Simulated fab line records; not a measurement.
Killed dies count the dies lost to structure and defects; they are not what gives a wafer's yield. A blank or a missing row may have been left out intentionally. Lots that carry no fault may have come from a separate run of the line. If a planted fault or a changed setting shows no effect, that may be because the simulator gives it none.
fab line records ; flow n5-finfet
record: lots: 7; wafers: 19; last-day: 18
route steps=1938 shown SD_EPI_N@262 BEOL_M4@1111 PASSIVATION@1936
lots that met no fault: taken from a fault-free run of the same line
start-h: the number of hours between the record's first day and the start of the first shown wafer of the lot ; wait-h: hours from the lot's prior step to this one ; " same as the row above ; L1.1+2: a row that stands for several wafers ; - no value, or no start was given ; * or withheld: withheld ; < > ~ a bound
route shown NAME@n: NAME is a module with steps in the file, n the number in the route of the first one ; usual: the fault-free wafers' mean and standard deviation ; same: alike in all rows ; chamber/n: place in a boat ; sites: each site's reading ; _std_site: the standard deviation of these ; _edge_site: mean of outer sites minus mean of inner sites ; radius-mm: for every site, how far away it sits from the centre of the wafer ; mask NAME#n: copy n ; behind: tool/chamber where the wafer was last shaped ; hold: why the lot went on hold/how many hours it stayed there/how the hold came to an end ; device: the n, p or np transistor that did not switch ; end of line: the tests these same wafers got at the end of their route ; a step without rows: its recipe alone ; killed: dies that structure and defects cost at the first sort, which is not the same as the wafer's yield ; map: per-die view of a wafer (x killed, . not killed, _ where there is no die)
set.NAME: the setting that was run; set.NAME@STEP: the one run at that earlier step ; model.NAME: the simulator's own value behind a step, which no gauge read
lots at selected steps of the route; one table per step, one row per wafer
services: a tool's chamber out of use, with start hour (start-h, from the record's first day; less than 0 if before it), hours out, and reason
== steps ==
step: N5_SD_EPI_N_COAT_32
recipe: resist: SOC; temp-c: 250; time-s: 60; spin-rpm: 1500; resist-thk-nm: 350
step: N5_SD_EPI_N_COAT_33
recipe: resist: SiARC; temp-c: 220; time-s: 60; spin-rpm: 1500; resist-thk-nm: 35
step: N5_SD_EPI_N_COAT_03
recipe: resist: CAR-ArF-block; spin-rpm: 1500; resist-thk-nm: 150
step: N5_SD_EPI_N_EBR_05
recipe: solvent: PGMEA; ebr-width-mm: 1.5
step: N5_SD_EPI_N_SOFTBAKE_04
recipe: temp-c: 110; time-s: 60; resist: CAR-ArF-block
step: N5_SD_EPI_N_EXPOSE_06
recipe: mask-id: SD_N_BLK; na: 1.35; source-shape: conventional; sigma-outer: 0.8; polarization: unpolarized; target-cd-nm: 120; dose-mj: 39.75
step: N5_SD_EPI_N_PEB_07
recipe: peb-temp-c: 110; peb-time-s: 60; resist: CAR-ArF-block
step: N5_SD_EPI_N_DEVELOP_08
recipe: develop-time-s: 30; developer: TMAH; resist: CAR-ArF-block; dev-temp-c: 23; rinse-liquid: diw; dry: air-spin
step: N5_SD_EPI_N_CD_MEAS_09
recipe: target-cd-nm: 120; landing-energy-ev: 500; detector: se-inlens
usual: cd-nm: 119.8/0.63
lot.wafer;tool;chamber;start-h;wait-h;cd-nm
L999.1;cd-sem-03;0;59.58;-;119.9
L999.2;cd-sem-03;0;59.58;-;119.9
L999.5;cd-sem-03;0;59.58;-;120.0
L108.4;cd-sem-01;0;116.37;-;118.5
L108.5;cd-sem-01;0;116.37;-;119.6
L108.6;cd-sem-01;0;116.37;-;119.0
L115.2;cd-sem-03;0;157.43;-;120.6
L115.3;cd-sem-03;0;157.43;-;120.5
L116.2;cd-sem-01;0;161.81;-;120.0
L116.6;cd-sem-01;0;161.81;-;119.6
L117.2;cd-sem-03;0;173.03;-;118.4
L117.3;cd-sem-03;0;173.03;-;120.0
L117.4;cd-sem-03;0;173.03;-;119.3
L119.4;cd-sem-02;0;181.29;-;120.4
L119.5;cd-sem-02;0;181.29;-;120.2
L119.6;cd-sem-02;0;181.29;-;119.7
L120.3;cd-sem-02;0;187.16;-;118.9
L120.5;cd-sem-02;0;187.16;-;119.7
L120.6;cd-sem-02;0;187.16;-;120.6
step: N5_SD_EPI_N_OVL_MEAS_10
recipe: points-per-wafer: 44
usual: SD_N_BLK_OVL: -0.5/0.84
lot.wafer;tool;chamber;start-h;wait-h;SD_N_BLK_OVL[nm]
L999.1;overlay-02;0;59.61;0.0;-0.5
L999.2;overlay-02;0;59.61;0.0;-0.8
L999.5;overlay-02;0;59.61;0.0;-1.7
L108.4;overlay-01;0;116.39;0.0;-0.1
L108.5;overlay-01;0;116.39;0.0;-1.6
L108.6;overlay-01;0;116.39;0.0;-0.4
L115.2;overlay-01;0;157.46;0.0;-1.6
L115.3;overlay-01;0;157.46;0.0;0.2
L116.2;overlay-01;0;161.84;0.0;-0.7
L116.6;overlay-01;0;161.84;0.0;0.5
L117.2;overlay-01;0;173.06;0.0;-0.4
L117.3;overlay-01;0;173.06;0.0;-0.3
L117.4;overlay-01;0;173.06;0.0;-0.3
L119.4;overlay-01;0;181.32;0.0;-0.2
L119.5;overlay-01;0;181.32;0.0;-1.1
L119.6;overlay-01;0;181.32;0.0;-0.5
L120.3;overlay-01;0;187.19;0.0;-0.3
L120.5;overlay-01;0;187.19;0.0;-0.7
L120.6;overlay-01;0;187.19;0.0;-1.4
step: N5_SD_EPI_N_INSPECT_11
recipe: mode: adi; inspect-instrument: macro
usual: raw-defect-count: 2.1/1.4
lot.wafer;tool;chamber;start-h;wait-h;raw-defect-count
L999.1;defect-inspect-02;-;59.64;0.0;1
L999.2;defect-inspect-02;-;59.64;0.0;3
L999.5;defect-inspect-02;-;59.64;0.0;3
L108.4;defect-inspect-02;-;116.42;0.0;5
L108.5;defect-inspect-02;-;116.42;0.0;2
L108.6;defect-inspect-02;-;116.42;0.0;3
L115.2;defect-inspect-01;-;157.48;0.0;2
L115.3;defect-inspect-01;-;157.48;0.0;2
L116.2;defect-inspect-01;-;161.86;0.0;2
L116.6;defect-inspect-01;-;161.86;0.0;2
L117.2;defect-inspect-02;-;173.09;0.0;2
L117.3;defect-inspect-02;-;173.09;0.0;2
L117.4;defect-inspect-02;-;173.09;0.0;1
L119.4;defect-inspect-01;-;181.34;0.0;2
L119.5;defect-inspect-01;-;181.34;0.0;1
L119.6;defect-inspect-01;-;181.34;0.0;2
L120.3;defect-inspect-01;-;187.21;0.0;0
L120.5;defect-inspect-01;-;187.21;0.0;0
L120.6;defect-inspect-01;-;187.21;0.0;2
step: N5_SD_EPI_N_DESCUM_14
recipe: chemistry: O2; time-s: 7.9; source-power-w: 50; bias-power-w: 20; pressure-mtorr: 20; rf-frequency-hz: 2.712e+07; temp-c: 40; resist: CAR-ArF-block; o2-flow-sccm: 225
usual: drypump-motor-current-A: 5.7/0.51; oes-product-au: 0.76/0.074; rf-fwd-power-W: 49.39/0.25; rf-vpp-V: 242.8/0.88; showerhead-plenum-p-Torr: 2.067/0.029; temp-c: 40.00/0.12; throttle-valve-pct: 20.47/0.24
same: time-s: 7.9
lot.wafer;tool;chamber;start-h;wait-h;drypump-motor-current-A;oes-product-au;rf-fwd-power-W;rf-hours-counter-h;rf-vpp-V;showerhead-plenum-p-Torr;temp-c;throttle-valve-pct
L999.1;rie-diel-01;1;59.67;0.0;5.7;0.70;49.43;201;242.0;2.078;40.12;20.50
L999.2;rie-diel-01;3;59.67;0.0;4.8;0.77;49.57;147;243.5;2.087;40.12;20.53
L999.5;rie-diel-01;0;59.67;0.0;6.5;1.00;49.30;-;243.0;2.061;40.07;19.93
L108.4;rie-diel-05;2;116.45;0.0;5.1;0.75;49.58;150;241.4;2.004;39.96;20.48
L108.5;rie-diel-05;3;116.45;0.0;5.7;0.72;49.66;-;242.7;2.079;40.14;20.82
L108.6;rie-diel-05;2;116.45;0.0;5.1;0.73;49.62;-;243.1;2.004;39.96;20.48
L115.2;rie-diel-01;0;157.52;0.0;6.5;0.87;49.58;40;241.7;2.048;40.27;20.00
L115.3;rie-diel-01;3;157.52;0.0;4.8;0.74;49.28;188;242.9;2.073;39.86;20.55
L116.2;rie-diel-01;3;161.90;0.0;4.8;0.74;49.64;190;243.8;2.072;40.05;20.57
L116.6;rie-diel-01;2;161.90;0.0;5.7;1.01;49.40;-;243.0;2.055;40.01;20.42
L117.2;rie-diel-01;0;173.12;0.0;6.5;0.87;49.46;45;242.5;2.046;40.21;20.03
L117.3;rie-diel-01;1;173.12;0.0;5.7;0.68;49.53;233;242.3;2.067;39.77;20.55
L117.4;rie-diel-01;2;173.12;0.0;5.7;0.97;49.03;5;242.8;2.054;40.05;20.41
L119.4;rie-diel-02;1;181.37;0.0;6.1;0.73;49.54;164;244.0;2.094;39.89;20.28
L119.5;rie-diel-02;1;181.37;0.0;6.1;0.72;49.49;-;243.1;2.094;39.88;20.27
L119.6;rie-diel-02;0;181.37;0.0;5.6;0.78;49.76;-;241.7;2.024;40.16;20.46
L120.3;rie-diel-05;2;187.25;0.0;5.1;0.72;49.28;178;240.3;1.995;39.96;20.50
L120.5;rie-diel-05;3;187.25;0.0;5.7;0.70;49.48;-;243.1;2.069;39.98;20.86
L120.6;rie-diel-05;0;187.25;0.0;5.1;0.67;49.49;-;242.9;2.074;40.15;20.46
step: N5_SD_EPI_N_ETCH_34
recipe: chemistry: CF4; target: SiARC; target-depth-a: 455; mask-material: CAR-ArF-block; time-s: 75.8; ion-energy-ev: 80; pressure-mtorr: 40; source-w: 545; bias-w: 36; Ar_flow_sccm: 100; cf4-flow-sccm: 100; ends: cleared
usual: drypump-motor-current-A: 5.7/0.5; etch-rf-on-time-s: 75.7/1.1; oes-product-au: 0.65/0.064; rf-fwd-power-W: 539.6/2.4; rf-vpp-V: 183.8/0.88; showerhead-plenum-p-Torr: 2.118/0.03; throttle-valve-pct: 15.67/0.26
lot.wafer;tool;chamber;start-h;wait-h;drypump-motor-current-A;etch-rf-on-time-s;oes-product-au;rf-fwd-power-W;rf-hours-counter-h;rf-vpp-V;showerhead-plenum-p-Torr;throttle-valve-pct
L999.1;rie-diel-01;1;59.71;0.0;5.7;74.7;0.62;537.6;201;184.4;2.125;15.72
L999.2;rie-diel-01;3;59.71;0.0;4.8;74.9;0.67;539.7;147;184.5;2.146;15.75
L999.5;rie-diel-01;0;59.71;0.0;6.5;74.7;0.86;537.9;-;184.0;2.110;15.12
L108.4;rie-diel-05;2;116.48;0.0;5.1;75.5;0.63;539.6;150;182.7;2.056;15.67
L108.5;rie-diel-05;3;116.48;0.0;5.7;77.4;0.61;540.5;-;184.1;2.131;16.05
L108.6;rie-diel-05;2;116.48;0.0;5.2;75.7;0.63;541.1;-;183.6;2.056;15.67
L115.2;rie-diel-01;0;157.55;0.0;6.5;76.1;0.75;540.0;40;183.0;2.097;15.17
L115.3;rie-diel-01;3;157.55;0.0;4.8;108.8;0.55;-;188;185.0;2.132;15.84
L116.2;rie-diel-01;3;161.93;0.0;4.8;76.2;0.63;538.6;190;184.6;2.131;15.82
L116.6;rie-diel-01;2;161.93;0.0;5.7;105.4;0.72;-;-;183.9;2.113;15.58
L117.2;rie-diel-01;0;173.15;0.0;6.5;76.6;0.74;539.4;45;183.1;2.095;15.21
L117.3;rie-diel-01;1;173.15;0.0;5.7;109.1;0.50;-;233;182.8;2.114;15.77
L117.4;rie-diel-01;2;173.15;0.0;5.7;73.8;0.83;537.4;5;182.7;2.111;15.57
L119.4;rie-diel-02;1;181.41;0.0;6.1;76.4;0.61;539.6;164;184.1;2.140;15.46
L119.5;rie-diel-02;1;181.41;0.0;6.1;76.5;0.62;538.2;-;184.4;2.141;15.46
L119.6;rie-diel-02;0;181.41;0.0;5.6;76.3;0.67;540.9;-;183.9;2.068;15.58
L120.3;rie-diel-05;2;187.28;0.0;5.1;75.0;0.61;542.9;178;182.6;2.047;15.71
L120.5;rie-diel-05;3;187.28;0.0;5.8;76.8;0.59;543.5;-;184.5;2.122;16.07
L120.6;rie-diel-05;0;187.28;0.0;5.1;76.1;0.58;542.1;-;184.2;2.111;15.63
step: N5_SD_EPI_N_ETCH_35
recipe: chemistry: N2/H2; target: SOC; overetch-a: 1080; mask-material: SiARC; temp-c: 40; ion-energy-ev: 100; source-w: 3000; bias-w: 133; pressure-mtorr: 20; time-s: 486; n2-flow-sccm: 200; h2-flow-sccm: 200
usual: drypump-motor-current-A: 5.7/0.5; n2-flow-sccm: 200.0/0.57; oes-product-au: 0.68/0.064; rf-fwd-power-W: 2995/8.7; rf-vpp-V: 240.4/0.88; showerhead-plenum-p-Torr: 2.51/0.036; temp-c: 39.99/0.1; throttle-valve-pct: 23.82/0.27
same: time-s: 486
lot.wafer;tool;chamber;start-h;wait-h;drypump-motor-current-A;n2-flow-sccm;oes-product-au;rf-fwd-power-W;rf-hours-counter-h;rf-vpp-V;showerhead-plenum-p-Torr;temp-c;throttle-valve-pct
L999.1;rie-diel-01;1;59.76;0.0;5.8;200.7;0.63;3011;201;240.0;2.52;39.92;23.90
L999.2;rie-diel-01;3;59.76;0.0;4.8;200.5;0.69;2976;147;240.4;2.54;40.04;24.06
L999.5;rie-diel-01;0;59.76;0.0;6.5;199.5;0.89;3000;-;241.5;2.51;40.03;23.27
L108.4;rie-diel-05;2;116.54;0.0;5.1;200.5;0.66;3013;150;240.3;2.44;39.94;23.88
L108.5;rie-diel-05;3;116.54;0.0;5.7;201.2;0.64;3001;-;240.9;2.51;39.91;24.08
L108.6;rie-diel-05;2;116.54;0.0;5.1;200.1;0.66;2995;-;238.0;2.44;40.14;23.91
L115.2;rie-diel-01;0;157.61;0.0;6.5;199.2;0.78;3002;40;240.2;2.49;40.00;23.32
L115.3;rie-diel-01;3;157.61;0.0;4.8;199.8;0.66;2982;188;240.4;2.52;39.99;24.12
L116.2;rie-diel-01;3;161.99;0.0;4.8;199.5;0.66;3009;190;240.4;2.52;39.97;24.13
L116.6;rie-diel-01;2;161.99;0.0;5.7;199.6;0.88;2996;-;240.2;2.50;40.09;23.65
L117.2;rie-diel-01;0;173.21;0.0;6.5;200.3;0.77;2982;45;240.4;2.49;40.06;23.32
L117.3;rie-diel-01;1;173.21;0.0;5.7;199.3;0.62;3000;233;240.1;2.50;39.98;23.93
L117.4;rie-diel-01;2;173.21;0.0;5.7;200.0;0.86;2991;5;238.9;2.50;40.02;23.66
L119.4;rie-diel-02;1;181.46;0.0;6.1;199.8;0.64;2988;164;239.7;2.54;39.90;23.67
L119.5;rie-diel-02;1;181.46;0.0;6.1;199.3;0.64;2986;-;241.1;2.54;39.97;23.68
L119.6;rie-diel-02;0;181.46;0.0;5.7;199.6;0.70;2987;-;239.4;2.45;39.96;23.69
L120.3;rie-diel-05;2;187.34;0.0;5.1;200.1;0.64;3014;178;239.8;2.43;40.11;23.92
L120.5;rie-diel-05;3;187.34;0.0;5.7;200.2;0.63;3010;-;240.4;2.50;39.97;24.10
L120.6;rie-diel-05;0;187.34;0.0;5.1;200.6;0.61;3002;-;242.0;2.51;39.94;23.75
step: N5_BEOL_M4_RC_MEAS_101
usual: DIBL_N: 36.5/1.4; DIBL_P: 36.5/1.6; IOFF_N: 0.163/0.022; IOFF_P: 0.219/0.029; ION_N: 675/8.3; ION_P: 464/6.2; SS_N: 71.5/0.52; SS_P: 73.4/0.57; VT_N: 249.7/2.6; VT_P: -250/3
lot.wafer;tool;chamber;start-h;wait-h;DIBL_N[mV/V];DIBL_P[mV/V];IOFF_N[nA/um];IOFF_P[nA/um];ION_N[uA/um];ION_P[uA/um];SS_N[mV/dec];SS_P[mV/dec];VT_N[mV];VT_P[mV]
L999.1;prober-01;0;183.17;0.0;35.1;35.4;0.143;0.181;667;453;70.8;73.2;250.3;-253
L999.2;prober-01;0;183.17;0.0;35.9;36.8;0.167;0.206;674;459;72.0;73.4;246.6;-252
L999.5;prober-01;0;183.17;0.0;34.9;34.7;0.136;0.169;661;455;71.5;73.3;251.5;-255
L108.4;prober-02;0;232.44;0.5;38.3;38.4;0.217;0.288;693;475;71.7;73.1;245.6;-242
L108.5;prober-02;0;232.44;0.5;37.1;38.1;0.190;0.275;686;478;71.1;73.4;245.2;-246
L108.6;prober-02;0;232.44;0.5;36.1;37.9;0.180;0.271;684;476;70.4;73.4;247.6;-242
L115.2;prober-01;0;282.84;0.2;39.1;41.1;0.204;0.262;684;470;71.9;73.8;247.3;-249
L115.3;prober-01;0;282.84;0.2;37.9;38.8;0.177;0.227;684;464;71.6;73.8;247.7;-250
L116.2;prober-02;0;285.92;0.2;37.7;37.0;0.170;0.215;675;453;71.4;73.0;249.1;-250
L116.6;prober-02;0;285.92;0.2;37.3;36.4;0.182;0.223;681;464;71.8;72.6;246.4;-249
L117.2;prober-02;0;290.83;0.2;37.7;36.4;0.165;0.218;668;456;71.3;74.6;249.7;-251
L117.3;prober-02;0;290.83;0.2;37.4;36.4;0.161;0.229;673;466;71.7;73.8;249.1;-247
L117.4;prober-02;0;290.83;0.2;38.7;37.4;0.177;0.240;679;467;71.8;74.0;246.7;-248
L119.4;prober-02;0;310.83;0.5;34.2;35.8;0.136;0.198;681;470;71.7;73.1;250.4;-252
L119.5;prober-02;0;310.83;0.5;34.4;36.2;0.140;0.202;674;467;71.6;72.8;251.3;-250
L119.6;prober-02;0;310.83;0.5;33.5;35.1;0.131;0.191;666;466;70.4;72.6;252.4;-252
L120.3;prober-02;0;317.03;0.3;36.0;35.2;0.146;0.213;671;470;72.1;73.3;251.6;-248
L120.5;prober-02;0;317.03;0.3;36.0;35.6;0.148;0.219;673;463;71.5;73.5;250.7;-249
L120.6;prober-02;0;317.03;0.3;34.4;32.7;0.123;0.188;675;471;70.1;73.1;250.2;-250
step: N5_PASSIVATION_PROBE_49
usual: defect-limited-yield: 91.2/1.6; killed_at_M0_to_M3: 33/11; killed_at_M4_up: 15/6.2; killed-at-contacts: 15/7.1; killed-at-front-end: 38/12; killed-at-other: 4/3.5; killed-dies: 104/19; killed-open: 69/14; killed-short: 34/8.5; sort_bin_5_function: 5.2/0.99; sort_bin_6_memory: 3.3/0.77; sort-n-pass: 1076/19; sort-yield-pct: 91.2/1.6
same: gross-dies: 1180; killed-at-back-side: 0; sort_bin_4_leakage[%]: 0; sort_bin_8_speed[%]: 0
lot.wafer;tool;chamber;start-h;wait-h;defect-limited-yield[%];killed_at_M0_to_M3;killed_at_M4_up;killed-at-contacts;killed-at-front-end;killed-at-other;killed-dies;killed-open;killed-short;sort_bin_5_function[%];sort_bin_6_memory[%];sort-n-pass;sort-yield-pct[%]
L117.2;prober-01;-;398.85;0.1;90.0;35;17;18;36;12;118;67;49;5.7;3.8;1062;90.0
L117.3;prober-01;-;398.90;0.1;91.1;35;9;14;43;4;105;72;31;5.6;3.0;1075;91.1
L117.4;prober-01;-;398.95;0.2;91.9;25;11;4;51;5;96;61;34;4.8;3.0;1084;91.9
killed by level:class
L117.2 MOL_CONTACT_COAG:geometric-particle:open=11 FIN_SAQP:geometric-particle:short=9 BEOL_M2:geometric-particle:open=9 MOL_CONTACT_COAG:geometric-particle:short=7 GATE_CUT:geometric-particle:short=6 BEOL_M1:geometric-particle:open=6 BEOL_M0_SAQP:geometric-particle:short=5 BEOL_M3:geometric-particle:open=5
L117.3 FIN_SAQP:geometric-particle:open=14 MOL_CONTACT_COAG:geometric-particle:open=12 BEOL_M2:geometric-particle:open=9 FIN_SAQP:geometric-particle:short=7 BEOL_M1:geometric-particle:open=7 BEOL_M3:geometric-particle:open=7 STI_FIN_REVEAL:geometric-particle:open=6 BEOL_M0_SAQP:geometric-particle:short=5
L117.4 STI_FIN_REVEAL:geometric-particle:open=10 FIN_SAQP:geometric-particle:short=9 BEOL_M4:geometric-particle:open=7 GATE_CUT:geometric-particle:open=6 BEOL_M1:geometric-particle:open=6 FIN_SAQP:geometric-particle:open=5 GATE_CUT:geometric-particle:short=5 MOL_CONTACT_COAG:geometric-particle:open=4
== services ==
tool;chamber;start-h;hours;kind
rie-diel-01;1;50.00;2.5;repair
rie-diel-02;-;55.82;15.6;pm
rie-diel-05;0;62.35;5.0;repair
rie-diel-01;1;88.68;15.3;repair
rie-diel-01;1;126.77;8.7;repair
rie-diel-01;2;136.93;-;clean
rie-diel-01;2;136.93;-;consumable-replace:focus-ring
rie-diel-01;2;136.93;22.3;scheduled-down
rie-diel-01;2;136.93;22.3;vent-cycle
rie-diel-05;0;141.50;9.7;repair
rie-diel-05;1;163.92;15.8;repair
rie-diel-05;1;184.07;-;clean
rie-diel-05;1;184.07;-;consumable-replace:focus-ring
rie-diel-05;1;184.07;21.9;scheduled-down
rie-diel-05;1;184.07;21.9;vent-cycle
== key ==
first-sign: step: N5_SD_EPI_N_ETCH_34; reading: etch-rf-on-time-s; direction: up; sigmas: 30; usual: *; struck: *
effect none on later readings
met-at N5_SD_EPI_N_ETCH_34
struck-wafers L115.3,L116.6,L117.3
onset-between 59.71 157.55
fault: kind: process-parameter-drift; tool: rie-diel-01; chamber: -; onset-h: 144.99; steps: N5_SD_EPI_N_ETCH_34; channel: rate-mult; offset: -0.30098; shape: step; end-h: 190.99; scope: struck-wafers-only
